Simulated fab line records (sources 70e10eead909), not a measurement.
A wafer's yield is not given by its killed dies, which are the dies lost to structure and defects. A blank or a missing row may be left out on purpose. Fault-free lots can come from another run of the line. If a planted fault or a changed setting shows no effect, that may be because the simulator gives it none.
One fault seen from 2 desks	flow nand harc	each desk has only its own numbers; what lay behind them comes last

THE METROLOGY DESK
Means of the sampled wafers that have a number, per lot and without regard to the tool the lot ran on: this is what the gauges read. The brackets show how far a lot's mean lies from the usual mean; more than 4 standard deviations puts the lot out of limits, marked OUT.
Columns: A = thk nm at NHARC_A_ONON_D1_THK_MEAS_21, usual 999 nm; B = thk nm at NHARC_A_ONON_D1_THK_MEAS_24, usual 1001 nm
lot	first seen here	A	B
L878	day 7 17:32	1011	1006
L879	day 8 08:36	984	988
L881	day 8 17:08	998	1008
L883	day 9 01:40	1008	1012
L886	day 9 22:22	1006	997
L884	day 9 22:31	1001	993
L887	day 10 08:57	1001	994
L889	day 11 01:32	975	711 (-35) OUT
L893	day 11 18:23	998	692 (-37) OUT
L899	day 12 20:34	1006	1000
L896	day 12 20:35	980	997
L900	day 13 09:38	1015	991
L901	day 13 09:38	999	1001
This desk's verdict: out of limits on L889, L893, starting with L889 at day 11 02:06 (thk nm at NHARC_A_ONON_D1_THK_MEAS_24). L878, L879, L881, L883, L886, L884, L887, L899, L896, L900, L901 stayed within limits.

TOOL OWNER'S DESK, pecvd onon-02
The tool's own readings at NHARC_A_ONON_D1_DEP_22 (target thk 1000 nm): means of the sampled wafers that have a number, for each lot that ran on this tool. The brackets show how far a lot's mean lies from the usual mean; more than 4 standard deviations puts the lot out of limits, marked OUT.
Columns: A = n2o flow sccm at NHARC_A_ONON_D1_DEP_22, usual 2001 sccm
lot	first seen here	A
L879	day 8 08:40	2001
L881	day 8 17:11	2001
L883	day 9 01:44	2001
L884	day 9 22:37	2005
L889	day 11 01:38	2008
L893	day 11 18:34	2002
This desk found nothing out of limits on any of the 6 lots.

ALL TOGETHER
On L889, L893, the metrology desk was in a position to raise an alarm at day 11 02:06.
The tool owner's desk saw nothing out of limits.
On record at the tool owner's desk: L889, L893, within its limits.
Of the lots named, all ran NHARC_A_ONON_D1_DEP_22 on pecvd onon-02.

WHAT WAS PUT IN BY THE SIMULATOR
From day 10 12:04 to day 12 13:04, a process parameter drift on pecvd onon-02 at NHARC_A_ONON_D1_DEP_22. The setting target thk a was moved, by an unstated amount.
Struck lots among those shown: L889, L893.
Hours from the fault's start to each desk's first reading out of limits: the metrology desk, 14.
